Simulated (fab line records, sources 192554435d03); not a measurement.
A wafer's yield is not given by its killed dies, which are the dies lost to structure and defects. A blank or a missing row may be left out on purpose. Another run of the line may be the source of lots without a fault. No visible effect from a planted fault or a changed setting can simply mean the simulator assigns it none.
Chamber matching | flow n5_finfet | N5_BEOL_M14_TRENCH_ETCH_34 on rie_diel-04 has 4 sister chambers
The step etches SiO2 in C4F8/O2/Ar, target depth 556.65 nm, time 126.9 s. 18 wafers are shown with their chamber, then 9 later ones without.

== WAFERS, EACH WITH ITS CHAMBER ==
wafer  | chamber | drypump_motor_current_A (A) | rf_vpp_V (V) | throttle_valve_pct (%)
L074.1 | 1       | 5.9                         | 2172         | 30.89
L074.2 | 0       | 6.0                         | 2251         | 30.48
L074.3 | 2       | 6.5                         | 2248         | 31.38
L081.1 | 1       | 5.9                         | 2171         | 30.90
L081.2 | 3       | 5.3                         | 2233         | 30.76
L081.6 | 1       | 5.9                         | 2172         | 30.91
L083.1 | 0       | 5.9                         | 2248         | 30.48
L083.2 | 1       | 5.9                         | 2172         | 30.91
L083.4 | 3       | 5.3                         | 2230         | 30.74
L085.3 | 2       | 6.5                         | 2246         | 31.42
L085.4 | 0       | 6.0                         | 2249         | 30.49
L085.5 | 3       | 5.3                         | 2231         | 30.77
L087.2 | 0       | 6.0                         | 2250         | 30.49
L087.5 | 3       | 5.3                         | 2231         | 30.76
L087.6 | 0       | 6.0                         | 2248         | 30.49
L092.2 | 1       | 5.9                         | 2170         | 30.92
L092.5 | 3       | 5.3                         | 2231         | 30.76
L092.6 | 1       | 5.9                         | 2170         | 30.92

SIGNATURES (means of the wafers above)
reading                 | chamber 0 | chamber 1 | chamber 2 | chamber 3 | scatter within a chamber
drypump_motor_current_A | 5.980     | 5.900     | 6.500     | 5.300     | 0.0239
rf_vpp_V                | 2249.20   | 2171.17   | 2247.00   | 2231.20   | 1.15
throttle_valve_pct      | 30.4860   | 30.9083   | 31.4000   | 30.7580   | 0.0122
Rule: a wafer's distance from a chamber is the root of the sum, over the readings, of the square of ((its reading less the chamber's mean) divided by the reading's scatter). The wafer belongs to the nearest chamber; if the next one is less than 2 further off, it can't be placed. The scatter: the root of (the sum of the squares of (reading less its chamber's mean) over the shown wafers, divided by (wafers less chambers)).

== WAFERS WITH NO CHAMBER GIVEN ==
wafer  | drypump_motor_current_A (A) | rf_vpp_V (V) | throttle_valve_pct (%)
L091.3 | 5.3                         | 2230         | 30.75
L091.4 | 5.9                         | 2169         | 30.94
L091.6 | 5.3                         | 2230         | 30.78
L095.3 | 6.0                         | 2248         | 30.50
L095.4 | 6.5                         | 2246         | 31.06
L095.6 | 6.0                         | 2247         | 30.52
L096.1 | 5.9                         | 2170         | 30.95
L096.2 | 6.5                         | 2248         | 31.06
L096.6 | 5.9                         | 2247         | 30.51

== THE CHAMBER EACH PASSED THROUGH ==
wafer  | from the rows above | in truth
L091.3 | 3                   | 3
L091.4 | 1                   | 1
L091.6 | 3                   | 3
L095.3 | 0                   | 0
L095.4 | 2                   | 2
L095.6 | 0                   | 0
L096.1 | 1                   | 1
L096.2 | 2                   | 2
L096.6 | 0                   | 0
Correct placement for 9 of the 9. Can't be placed from these rows: 0. Number placed wrongly: 0.
